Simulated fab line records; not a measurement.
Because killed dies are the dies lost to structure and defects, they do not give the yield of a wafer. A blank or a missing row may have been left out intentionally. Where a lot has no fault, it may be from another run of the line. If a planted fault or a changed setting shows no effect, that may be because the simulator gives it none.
Chamber matching ; flow n5-finfet ; cmp-04 running N5_BEOL_M7_CMP_52: 4 sister chambers
The step polishes, stops on SiCOH lowk, t overpolish 6.9 s, target thk 80 nm. 4 wafers are shown with their chamber, then 8 later ones without.

WAFERS, EACH WITH ITS CHAMBER
wafer;chamber;time-to-endpoint-s (s)
L078.3;0;62.3
L080.5;2;57.1
L080.6;1;62.0
L089.1;3;61.5

WAFERS WHOSE CHAMBER IS MISSING
wafer;time-to-endpoint-s (s)
L089.3;63.9
L089.6;63.3
L093.1;59.5
L093.3;59.7
L093.5;61.2
L094.1;60.7
L094.2;63.0
L094.5;62.7

WHICH CHAMBER EACH WENT THROUGH
wafer;from the rows above;in truth
L089.3;can't be placed: 0 or 1 or 3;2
L089.6;can't be placed: 0 or 1 or 3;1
L093.1;can't be placed: 3 or 2 or 1 or 0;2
L093.3;can't be placed: 3 or 1 or 0 or 2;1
L093.5;can't be placed: 3 or 1 or 0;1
L094.1;can't be placed: 3 or 1 or 0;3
L094.2;can't be placed: 0 or 1 or 3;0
L094.5;can't be placed: 0 or 1 or 3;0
Correctly placed: 0 of 8. Not placeable from these rows: 8 (in 7, the candidates include the true chamber). Number placed wrongly: 0.
How it was worked out, from the rows above alone: a wafer's distance from a chamber is the root of the sum, over the readings, of the square of ((its reading less the chamber's mean) divided by the reading's scatter). If the next closest chamber is less than 2 further off than the closest, the wafer can't be placed; otherwise it belongs to the closest. For every chamber, the mean is computed from those of its wafers that are shown. The scatter: root of mean squared gap, hidden wafer to nearest shown wafer, with one shown wafer a chamber.
